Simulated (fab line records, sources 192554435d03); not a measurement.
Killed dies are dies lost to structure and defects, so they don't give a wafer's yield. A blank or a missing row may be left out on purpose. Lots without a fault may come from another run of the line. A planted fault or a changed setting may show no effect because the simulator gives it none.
fab line records | flow n5_finfet
record lots=24 wafers=72 last_day=18
route steps=1938 shown BEOL_M12@1652 BEOL_M13@1671 BEOL_M14@1716
lots that met no fault: from a run of the same line without faults
start_h: hours from the record's first day to the start of the lot's first wafer shown | wait_h: hours since the lot's step before | " the same as in the row above | L1.1+2: a row that stands for several wafers | - no value, or no start given | * or withheld: withheld | < > ~ a bound
route shown NAME@n: a module of which the file shows steps, and the number in the route of the first | usual: mean/standard deviation of fault-free wafers | same: alike in all rows | chamber/n: place in a boat | sites: the reading at each site | _std_site: their standard deviation | _edge_site: outer sites' mean less inner sites' | radius_mm: how far each site lies from the wafer's centre | mask NAME#n: copy n | behind: the tool/chamber that last shaped the wafer | hold: why the lot was held/for how many hours/how that ended | device: the transistor (n, p or np) that didn't switch | end of line: the same wafers' tests at the end of the route | a step without rows: its recipe alone | killed: dies lost to structure and defects at the first sort, not the wafer's yield | map: a wafer's dies, x killed, . not, _ none there
set.NAME: the setting as run; set.NAME@STEP: as run at that earlier step | model.NAME: the simulator's own value behind a step, which no gauge read
steps of the route over a sample of lots; a table a step, a row a wafer
services: from which hour (start_h, from the record's first day; less than 0 if before it) a tool's chamber was out of use, for how many hours, and why
## steps
# step N5_BEOL_M12_ANNEAL_48
# recipe temp_c=225 time_s=90 ambient=N2
# usual wafer_temp_C_max=225.81/0.29
# columns lot.wafer tool chamber start_h wait_h wafer_temp_C_max
L075.1 rtp_anneal-02 0 260.48 0.1 226.43
L075.2 " 0 " " 226.52
L075.6 " 0 " " 225.95
L074.3 rtp_anneal-02 0 264.08 0.3 225.70
L074.5 " 0 " " 225.65
L074.6 " 0 " " 226.18
L076.4 rtp_anneal-02 0 278.39 0.2 225.76
L076.5 " 0 " " 225.89
L076.6 " 0 " " 225.63
L077.2 rtp_anneal-02 0 279.29 0.3 225.89
L077.5 " 0 " " 225.96
L077.6 " 0 " " 225.81
L078.3 rtp_anneal-02 0 283.01 0.2 226.12
L078.4 " 0 " " 226.63
L078.6 " 0 " " 226.16
L079.2 rtp_anneal-01 0 284.26 0.1 225.81
L079.3 " 0 " " 225.75
L079.4 " 0 " " 225.44
L080.2 rtp_anneal-01 0 292.35 1.6 225.61
L080.5 " 0 " " 225.73
L080.6 " 0 " " 225.80
L083.3 rtp_anneal-02 0 292.50 1.7 225.67
L083.5 " 0 " " 226.45
L083.6 " 0 " " 225.98
L081.1 rtp_anneal-02 0 312.51 0.2 225.71
L081.4 " 0 " " 225.71
L081.5 " 0 " " 225.84
L084.2 rtp_anneal-01 0 323.18 0.1 225.34
L084.3 " 0 " " 225.39
L084.5 " 0 " " 225.58
L082.1 rtp_anneal-01 0 325.47 0.1 225.68
L082.3 " 0 " " 225.69
L082.4 " 0 " " 225.62
L088.1 rtp_anneal-02 0 325.68 0.1 226.17
L088.5 " 0 " " 226.08
L088.6 " 0 " " 226.55
L085.2 rtp_anneal-01 0 332.77 0.2 225.62
L085.3 " 0 " " 225.46
L085.4 " 0 " " 225.56
L086.1 rtp_anneal-01 0 341.26 0.1 226.09
L086.5 " 0 " " 225.76
L086.6 " 0 " " 225.62
L087.1 rtp_anneal-02 0 341.71 0.1 225.70
L087.3 " 0 " " 225.88
L087.6 " 0 " " 226.14
L089.2 rtp_anneal-02 0 351.09 0.1 225.88
L089.5 " 0 " " 225.79
L089.6 " 0 " " 225.68
L092.1 rtp_anneal-01 0 355.82 0.1 225.15
L092.4 " 0 " " 225.50
L092.6 " 0 " " 225.66
L090.1 rtp_anneal-01 0 359.30 0.1 225.47
L090.3 " 0 " " 225.33
L090.4 " 0 " " 225.52
L091.1 rtp_anneal-01 0 363.28 0.1 225.64
L091.2 " 0 " " 225.57
L091.3 " 0 " " 225.50
L093.1 rtp_anneal-02 0 368.73 0.1 226.13
L093.2 " 0 " " 225.78
L093.4 " 0 " " 226.33
L094.1 rtp_anneal-02 0 372.28 0.2 226.24
L094.5 " 0 " " 225.75
L094.6 " 0 " " 225.92
L095.3 rtp_anneal-02 0 378.19 0.2 226.15
L095.5 " 0 " " 226.42
L095.6 " 0 " " 225.98
L096.1 rtp_anneal-02 0 400.29 0.1 226.22
L096.2 " 0 " " 225.86
L096.4 " 0 " " 225.72
L097.2 rtp_anneal-01 0 405.61 0.2 225.37
L097.3 " 0 " " 225.77
L097.5 " 0 " " 225.73
# step N5_BEOL_M12_RS_MEAS_54
# recipe thk_meas_gauge=four-point-probe reads=Cu_of_BEOL_M12_ECD_47+Ta_of_BEOL_M12_SPUTTER_44+TaN_of_BEOL_M12_SPUTTER_43
# usual M12_RS=0.0602/0.0011
# columns lot.wafer tool chamber start_h wait_h M12_RS[ohm/sq]
L075.1 film_metro-01 - 261.20 0.0 0.0588
L075.2 " - " " 0.0583
L075.6 " - " " 0.0614
L074.3 film_metro-02 - 264.71 0.0 0.0602
L074.5 " - " " 0.0611
L074.6 " - " " 0.0584
L076.4 film_metro-01 - 278.98 0.0 0.0583
L076.5 " - " " 0.0607
L076.6 " - " " 0.0603
L077.2 film_metro-01 - 279.96 0.0 0.0590
L077.5 " - " " 0.0598
L077.6 " - " " 0.0613
L078.3 film_metro-01 - 283.69 0.0 0.0607
L078.4 " - " " 0.0610
L078.6 " - " " 0.0608
L079.2 film_metro-01 - 284.95 0.0 0.0619
L079.3 " - " " 0.0595
L079.4 " - " " 0.0614
L080.2 film_metro-02 - 293.03 0.0 0.0604
L080.5 " - " " 0.0590
L080.6 " - " " 0.0613
L083.3 film_metro-01 - 293.12 0.0 0.0624
L083.5 " - " " 0.0619
L083.6 " - " " 0.0611
L081.1 film_metro-02 - 313.24 0.0 0.0584
L081.4 " - " " 0.0584
L081.5 " - " " 0.0606
L084.2 film_metro-02 - 323.86 0.0 0.0609
L084.3 " - " " 0.0589
L084.5 " - " " 0.0587
L082.1 film_metro-01 - 326.19 0.0 0.0595
L082.3 " - " " 0.0595
L082.4 " - " " 0.0594
L088.1 film_metro-02 - 326.44 0.0 0.0607
L088.5 " - " " 0.0605
L088.6 " - " " 0.0590
L085.2 film_metro-01 - 333.46 0.0 0.0614
L085.3 " - " " 0.0610
L085.4 " - " " 0.0616
L086.1 film_metro-01 - 341.97 0.0 0.0589
L086.5 " - " " 0.0608
L086.6 " - " " 0.0585
L087.1 film_metro-01 - 342.43 0.0 0.0623
L087.3 " - " " 0.0596
L087.6 " - " " 0.0603
L089.2 film_metro-01 - 351.76 0.0 0.0586
L089.5 " - " " 0.0612
L089.6 " - " " 0.0588
L092.1 film_metro-01 - 356.54 0.0 0.0610
L092.4 " - " " 0.0595
L092.6 " - " " 0.0599
L090.1 film_metro-01 - 360.01 0.0 0.0593
L090.3 " - " " 0.0612
L090.4 " - " " 0.0594
L091.1 film_metro-02 - 364.00 0.0 0.0595
L091.2 " - " " 0.0606
L091.3 " - " " 0.0590
L093.1 film_metro-01 - 369.44 0.0 0.0597
L093.2 " - " " 0.0622
L093.4 " - " " 0.0611
L094.1 film_metro-01 - 373.00 0.0 0.0610
L094.5 " - " " 0.0609
L094.6 " - " " 0.0603
L095.3 film_metro-02 - 378.83 0.0 0.0631
L095.5 " - " " 0.0600
L095.6 " - " " 0.0590
L096.1 film_metro-02 - 401.01 0.0 0.0589
L096.2 " - " " 0.0605
L096.4 " - " " 0.0600
L097.2 film_metro-02 - 406.30 0.1 0.0608
L097.3 " - " " 0.0603
L097.5 " - " " 0.0614
# step N5_BEOL_M13_INSPECT_12
# recipe mode=adi inspect_instrument=macro
# usual raw_defect_count=2.1/1.4
# columns lot.wafer tool chamber start_h wait_h raw_defect_count
L075.1 defect_inspect-01 - 261.77 0.0 5
L075.2 " - " " 2
L075.6 " - " " 1
L074.3 defect_inspect-01 - 265.30 0.0 3
L074.5 " - " " 5
L074.6 " - " " 1
L076.4 defect_inspect-02 - 280.66 0.0 2
L076.5 " - " " 1
L076.6 " - " " 1
L077.2 defect_inspect-01 - 280.70 0.0 0
L077.5 " - " " 2
L077.6 " - " " 2
L078.3 defect_inspect-02 - 284.27 0.0 2
L078.4 " - " " 2
L078.6 " - " " 2
L079.2 defect_inspect-01 - 285.52 0.0 0
L079.3 " - " " 2
L079.4 " - " " 1
L080.2 defect_inspect-01 - 293.60 0.0 2
L080.5 " - " " 2
L080.6 " - " " 2
L083.3 defect_inspect-01 - 293.82 0.0 1
L083.5 " - " " 0
L083.6 " - " " 2
L081.1 defect_inspect-02 - 313.82 0.0 2
L081.4 " - " " 2
L081.5 " - " " 3
L084.2 defect_inspect-01 - 324.56 0.0 3
L084.3 " - " " 1
L084.5 " - " " 1
L082.1 defect_inspect-01 - 326.76 0.0 1
L082.3 " - " " 2
L082.4 " - " " 1
L088.1 defect_inspect-01 - 327.14 0.0 2
L088.5 " - " " 3
L088.6 " - " " 1
L085.2 defect_inspect-02 - 334.15 0.0 2
L085.3 " - " " 2
L085.4 " - " " 4
L086.1 defect_inspect-01 - 342.67 0.0 3
L086.5 " - " " 5
L086.6 " - " " 2
L087.1 defect_inspect-02 - 343.00 0.0 1
L087.3 " - " " 4
L087.6 " - " " 3
L089.2 defect_inspect-01 - 352.46 0.0 1
L089.5 " - " " 4
L089.6 " - " " 1
L092.1 defect_inspect-01 - 357.11 0.0 6
L092.4 " - " " 0
L092.6 " - " " 5
L090.1 defect_inspect-01 - 360.71 0.0 3
L090.3 " - " " 1
L090.4 " - " " 3
L091.1 defect_inspect-01 - 364.57 0.0 3
L091.2 " - " " 4
L091.3 " - " " 0
L093.1 defect_inspect-02 - 370.14 0.0 3
L093.2 " - " " 1
L093.4 " - " " 0
L094.1 defect_inspect-02 - 373.57 0.0 3
L094.5 " - " " 1
L094.6 " - " " 2
L095.3 defect_inspect-01 - 379.52 0.0 2
L095.5 " - " " 3
L095.6 " - " " 3
L096.1 defect_inspect-01 - 401.58 0.0 2
L096.2 " - " " 3
L096.4 " - " " 0
L097.2 defect_inspect-01 - 406.88 0.0 5
L097.3 " - " " 2
L097.5 " - " " 2
# step N5_BEOL_M13_VIA_ETCH_16
# recipe chemistry=C4F8/O2/Ar target=SiOC pressure_mtorr=30 source_w=3000 bias_w=700 Ar_flow_sccm=400 C4F8_flow_sccm=15 O2_flow_sccm=8 he_inner_torr=15 he_outer_torr=30 target_depth_a=9217 time_s=withheld ion_energy_ev=250 ends=cleared
# usual drypump_motor_current_A=5.6/0.51 oes_product_au=0.74/0.075 rf_vpp_V=666/3.7 showerhead_plenum_p_Torr=3.43/0.12 throttle_valve_pct=24.31/0.21
# columns lot.wafer tool chamber start_h wait_h drypump_motor_current_A oes_product_au rf_vpp_V showerhead_plenum_p_Torr throttle_valve_pct
L075.1 rie_diel-02 2 261.89 0.0 5.8 0.77 670 3.57 24.00
L075.2 " 3 " " 5.7 0.81 663 3.34 24.26
L075.6 " 0 " " 5.8 0.63 665 3.39 24.48
L074.3 rie_diel-04 2 265.42 0.0 6.1 0.75 671 3.60 24.52
L074.5 " 2 " " 6.2 0.74 671 3.60 24.51
L074.6 " 3 " " 6.2 0.69 662 3.31 24.60
L076.4 rie_diel-05 2 280.89 0.1 5.5 0.71 662 3.31 24.35
L076.5 " 3 " " 5.9 0.75 669 3.59 24.09
L076.6 " 1 " " 6.3 0.63 663 3.37 24.41
L077.2 rie_diel-05 1 281.08 0.0 6.3 0.61 664 3.37 24.41
L077.5 " 2 " " 5.5 0.71 661 3.31 24.34
L077.6 " 1 " " 6.3 0.62 663 3.37 24.39
L078.3 rie_diel-05 2 284.62 0.0 5.5 0.71 662 3.31 24.34
L078.4 " 2 " " 5.5 0.71 663 3.31 24.34
L078.6 " 3 " " 5.9 0.74 672 3.59 24.08
L079.2 rie_diel-04 3 285.64 0.0 6.2 0.69 662 3.30 24.61
L079.3 " 2 " " 6.2 0.74 671 3.59 24.52
L079.4 " 1 " " 5.2 0.92 664 3.37 24.10
L080.2 rie_diel-04 0 293.85 0.0 4.8 0.79 671 3.60 24.05
L080.5 " 0 " " 4.8 0.78 671 3.60 24.06
L080.6 " 1 " " 5.2 0.91 664 3.37 24.09
L083.3 rie_diel-02 2 294.24 0.0 5.8 0.74 671 3.56 24.03
L083.5 " 3 " " 5.7 0.78 663 3.33 24.28
L083.6 " 2 " " 5.8 0.75 669 3.56 24.04
L081.1 rie_diel-04 1 313.94 0.0 5.2 0.88 664 3.37 24.12
L081.4 " 0 " " 4.8 0.77 671 3.60 24.07
L081.5 " 0 " " 4.8 0.78 670 3.60 24.06
L084.2 rie_diel-04 3 325.15 0.0 6.2 0.68 662 3.30 24.64
L084.3 " 1 " " 5.1 0.88 664 3.37 24.13
L084.5 " 1 " " 5.1 0.87 665 3.37 24.11
L082.1 rie_diel-02 3 326.88 0.0 5.8 0.78 662 3.33 24.28
L082.3 " 1 " " 5.1 0.77 664 3.36 24.46
L082.4 " 2 " " 5.8 0.74 670 3.56 24.04
L088.1 rie_diel-02 3 327.58 0.0 5.7 0.78 662 3.33 24.29
L088.5 " 3 " " 5.7 0.77 664 3.33 24.29
L088.6 " 2 " " 5.8 0.74 670 3.56 24.05
L085.2 rie_diel-04 0 334.55 0.0 4.8 0.76 669 3.60 24.07
L085.3 " 3 " " 6.2 0.68 662 3.30 24.64
L085.4 " 2 " " 6.1 0.72 670 3.59 24.53
L086.1 rie_diel-04 2 342.79 0.0 6.1 0.71 670 3.58 24.54
L086.5 " 0 " " 4.8 0.76 671 3.60 24.08
L086.6 " 3 " " 6.2 0.68 661 3.30 24.62
L087.1 rie_diel-02 0 343.12 0.0 5.8 0.61 664 3.37 24.50
L087.3 " 2 " " 5.9 0.73 672 3.55 24.04
L087.6 " 0 " " 5.7 0.61 664 3.37 24.49
L089.2 rie_diel-05 0 352.58 0.0 5.3 0.82 672 3.60 24.00
L089.5 " 2 " " 5.5 0.68 662 3.30 24.38
L089.6 " 1 " " 6.3 0.61 663 3.36 24.44
L092.1 rie_diel-04 0 357.23 0.0 4.8 0.75 670 3.59 24.07
L092.4 " 2 " " 6.1 0.71 670 3.58 24.55
L092.6 " 1 " " 5.2 0.84 664 3.36 24.13
L090.1 rie_diel-04 2 360.83 0.0 6.2 0.70 668 3.58 24.54
L090.3 " 0 " " 4.8 0.74 670 3.59 24.07
L090.4 " 1 " " 5.2 0.84 664 3.36 24.14
L091.1 rie_diel-02 1 364.69 0.0 5.1 0.77 663 3.35 24.49
L091.2 " 0 " " 5.8 0.61 665 3.37 24.50
L091.3 " 3 " " 5.7 0.75 664 3.32 24.30
L093.1 rie_diel-02 3 370.26 0.0 5.7 0.75 661 3.32 24.33
L093.2 " 0 " " 5.7 0.61 664 3.37 24.51
L093.4 " 1 " " 5.1 0.76 663 3.35 24.50
L094.1 rie_diel-05 0 373.69 0.0 5.4 0.81 671 3.60 24.01
L094.5 " 1 " " 6.3 0.60 665 3.35 24.46
L094.6 " 2 " " 5.5 0.68 662 3.29 24.39
L095.3 rie_diel-04 3 379.64 0.0 6.2 0.67 661 3.29 24.64
L095.5 " 3 " " 6.2 0.67 661 3.29 24.64
L095.6 " 0 " " 4.8 0.74 670 3.59 24.09
L096.1 rie_diel-04 2 401.70 0.0 6.2 0.70 669 3.57 24.56
L096.2 " 1 " " 5.2 0.81 665 3.35 24.15
L096.4 " 0 " " 4.8 0.74 671 3.59 24.11
L097.2 rie_diel-02 3 407.00 0.0 5.7 0.74 664 3.31 24.32
L097.3 " 1 " " 5.1 0.74 665 3.34 24.50
L097.5 " 2 " " 5.9 0.71 670 3.55 24.07
# step N5_BEOL_M13_RS_MEAS_54
# recipe thk_meas_gauge=four-point-probe reads=Cu_of_BEOL_M13_ECD_47+Ta_of_BEOL_M13_SPUTTER_44+TaN_of_BEOL_M13_SPUTTER_43
# usual M13_RS=0.0446/0.00072
# columns lot.wafer tool chamber start_h wait_h M13_RS[ohm/sq]
L075.1 film_metro-02 - 270.49 0.0 0.0448
L075.2 " - " " 0.0437
L075.6 " - " " 0.0447
L074.3 film_metro-02 - 276.56 0.1 0.0440
L074.5 " - " " 0.0451
L074.6 " - " " 0.0439
L076.4 film_metro-02 - 286.01 0.0 0.0435
L076.5 " - " " 0.0444
L076.6 " - " " 0.0453
L077.2 film_metro-02 - 286.27 0.1 0.0448
L077.5 " - " " 0.0435
L077.6 " - " " 0.0435
L078.3 film_metro-01 - 291.47 0.1 0.0456
L078.4 " - " " 0.0439
L078.6 " - " " 0.0455
L079.2 film_metro-01 - 291.74 0.1 0.0446
L079.3 " - " " 0.0445
L079.4 " - " " 0.0441
L080.2 film_metro-01 - 299.22 0.1 0.0449
L080.5 " - " " 0.0449
L080.6 " - " " 0.0466
L083.3 film_metro-01 - 299.86 0.1 0.0439
L083.5 " - " " 0.0438
L083.6 " - " " 0.0450
L081.1 film_metro-01 - 318.46 0.0 0.0437
L081.4 " - " " 0.0452
L081.5 " - " " 0.0443
L084.2 film_metro-02 - 329.81 0.1 0.0443
L084.3 " - " " 0.0448
L084.5 " - " " 0.0447
L082.1 film_metro-01 - 331.96 0.0 0.0442
L082.3 " - " " 0.0448
L082.4 " - " " 0.0453
L088.1 film_metro-01 - 332.90 0.0 0.0439
L088.5 " - " " 0.0447
L088.6 " - " " 0.0440
L085.2 film_metro-02 - 338.92 0.1 0.0450
L085.3 " - " " 0.0464
L085.4 " - " " 0.0443
L086.1 film_metro-01 - 347.02 0.0 0.0438
L086.5 " - " " 0.0446
L086.6 " - " " 0.0458
L087.1 film_metro-02 - 348.12 0.0 0.0445
L087.3 " - " " 0.0450
L087.6 " - " " 0.0453
L089.2 film_metro-01 - 357.21 0.1 0.0439
L089.5 " - " " 0.0462
L089.6 " - " " 0.0439
L092.1 film_metro-01 - 360.75 0.0 0.0437
L092.4 " - " " 0.0441
L092.6 " - " " 0.0457
L090.1 film_metro-02 - 364.83 0.0 0.0438
L090.3 " - " " 0.0448
L090.4 " - " " 0.0458
L091.1 film_metro-02 - 368.39 0.0 0.0454
L091.2 " - " " 0.0432
L091.3 " - " " 0.0442
L093.1 film_metro-02 - 375.62 0.0 0.0438
L093.2 " - " " 0.0446
L093.4 " - " " 0.0438
L094.1 film_metro-01 - 379.17 0.0 0.0434
L094.5 " - " " 0.0438
L094.6 " - " " 0.0443
L095.3 film_metro-02 - 384.19 0.1 0.0458
L095.5 " - " " 0.0441
L095.6 " - " " 0.0440
L096.1 film_metro-02 - 406.02 0.0 0.0438
L096.2 " - " " 0.0444
L096.4 " - " " 0.0438
L097.2 film_metro-02 - 412.75 0.1 0.0450
L097.3 " - " " 0.0452
L097.5 " - " " 0.0454
# step N5_BEOL_M14_ILD_DEP_00
# recipe material=SiO2 target_thk_a=11193 temp_c=400 precursor=TEOS/O2 pressure_torr=6.5 rf_w=900 teos_flow_sccm=161.4 gas=O2 flow_sccm=2650 time_s=237.4
# usual heater_power_w=638/140 showerhead_plenum_p_Torr=8.35/0.041 throttle_valve_pct=19.3/1.6
# columns lot.wafer tool chamber start_h wait_h heater_power_w showerhead_plenum_p_Torr throttle_valve_pct
L075.1 pecvd-01 0 270.56 0.0 930 8.34 22.9
L075.2 " 2 " " 541 8.34 18.5
L075.6 " 1 " " 504 8.37 17.8
L074.3 pecvd-03 1 276.62 0.0 706 8.25 19.4
L074.5 " 1 " " 587 8.28 19.8
L074.6 " 0 " " 610 8.40 20.0
L076.4 pecvd-04 2 286.14 0.1 554 8.31 17.2
L076.5 " 1 " " 607 8.34 19.0
L076.6 " 0 " " 625 8.40 18.5
L077.2 pecvd-03 1 286.34 0.0 717 8.26 19.4
L077.5 " 1 " " 761 8.27 19.5
L077.6 " 0 " " 600 8.39 20.0
L078.3 pecvd-01 1 291.53 0.0 643 8.38 18.1
L078.4 " 1 " " 523 8.37 18.3
L078.6 " 2 " " 560 8.35 18.3
L079.2 pecvd-01 1 291.80 0.0 649 8.36 18.2
L079.3 " 2 " " 514 8.34 18.7
L079.4 " 1 " " 521 8.38 18.1
L080.2 pecvd-01 0 299.28 0.0 803 8.36 22.6
L080.5 " 0 " " 928 8.35 22.5
L080.6 " 1 " " 508 8.36 18.0
L083.3 pecvd-01 1 300.00 0.1 506 8.36 18.2
L083.5 " 0 " " 840 8.34 22.8
L083.6 " 1 " " 609 8.36 18.0
L081.1 pecvd-01 0 318.52 0.0 876 8.33 22.7
L081.4 " 0 " " 928 8.33 22.6
L081.5 " 0 " " 757 8.34 22.8
L084.2 pecvd-03 0 329.87 0.0 692 8.37 19.8
L084.3 " 1 " " 712 8.26 19.5
L084.5 " 2 " " 413 8.35 17.9
L082.1 pecvd-01 2 332.03 0.0 574 8.33 18.7
L082.3 " 0 " " 929 8.34 22.6
L082.4 " 1 " " 506 8.41 18.6
L088.1 pecvd-01 1 332.97 0.0 537 8.38 18.0
L088.5 " 0 " " 760 8.33 22.6
L088.6 " 2 " " 559 8.34 18.4
L085.2 pecvd-01 0 338.99 0.0 960 8.33 22.6
L085.3 " 1 " " 667 8.39 18.2
L085.4 " 1 " " 511 8.40 17.9
L086.1 pecvd-04 2 347.09 0.0 461 8.31 17.5
L086.5 " 2 " " 535 8.31 17.7
L086.6 " 0 " " 659 8.38 18.6
L087.1 pecvd-03 0 348.18 0.0 739 8.38 20.2
L087.3 " 2 " " 532 8.39 17.9
L087.6 " 1 " " 745 8.28 19.7
L089.2 pecvd-04 0 357.27 0.0 642 8.39 18.6
L089.5 " 2 " " 438 8.30 17.5
L089.6 " 0 " " 703 8.39 18.2
L092.1 pecvd-03 2 360.81 0.0 472 8.37 17.9
L092.4 " 1 " " 730 8.25 19.1
L092.6 " 2 " " 514 8.37 18.2
L090.1 pecvd-03 1 364.89 0.0 636 8.25 19.4
L090.3 " 0 " " 710 8.40 19.7
L090.4 " 1 " " 695 8.28 19.3
L091.1 pecvd-03 0 368.46 0.0 712 8.37 19.9
L091.2 " 1 " " 691 8.28 19.4
L091.3 " 2 " " 488 8.38 18.2
L093.1 pecvd-04 1 375.68 0.0 604 8.35 18.7
L093.2 " 0 " " 621 8.37 18.3
L093.4 " 2 " " 441 8.30 17.6
L094.1 pecvd-01 2 379.23 0.0 442 8.34 18.4
L094.5 " 0 " " 881 8.35 22.6
L094.6 " 1 " " 601 8.37 18.2
L095.3 pecvd-04 1 384.25 0.0 660 8.33 18.6
L095.5 " 0 " " 668 8.39 18.4
L095.6 " 2 " " 542 8.29 17.6
L096.1 pecvd-03 2 406.08 0.0 512 8.39 18.4
L096.2 " 1 " " 629 8.27 19.6
L096.4 " 1 " " 735 8.24 20.0
L097.2 pecvd-03 0 412.81 0.0 758 8.36 19.9
L097.3 " 1 " " 649 8.25 19.5
L097.5 " 2 " " 516 8.38 18.4
## services
# columns tool chamber start_h hours kind
rie_diel-05 1 238.66 19.1 repair
rie_diel-02 3 253.47 2.3 repair
pecvd-01 - 256.66 1.3 repair
rie_diel-04 1 263.33 - clean
rie_diel-04 1 263.33 - consumable_replace:focus_ring
pecvd-01 0 281.86 2.1 scheduled_down
pecvd-01 2 293.32 26.4 repair
pecvd-01 1 312.02 5.0 scheduled_down
pecvd-01 - 340.65 9.4 repair
rie_diel-04 3 352.37 5.9 repair
rie_diel-05 3 368.86 6.4 repair
rie_diel-02 0 371.14 - clean
rie_diel-02 0 371.14 - consumable_replace:focus_ring
rie_diel-02 0 371.14 15.0 scheduled_down
rie_diel-05 - 372.88 0.2 repair
pecvd-03 2 381.38 5.5 scheduled_down
rie_diel-05 0 381.64 1.3 repair
pecvd-01 1 383.62 - clean
pecvd-01 1 383.62 - consumable_replace:showerhead
pecvd-01 1 383.62 29.0 scheduled_down
pecvd-01 1 383.62 29.0 vent_cycle
pecvd-03 2 392.81 2.1 scheduled_down
rtp_anneal-02 - 395.33 1.0 repair
rie_diel-04 3 406.27 3.4 repair
## key
fault none
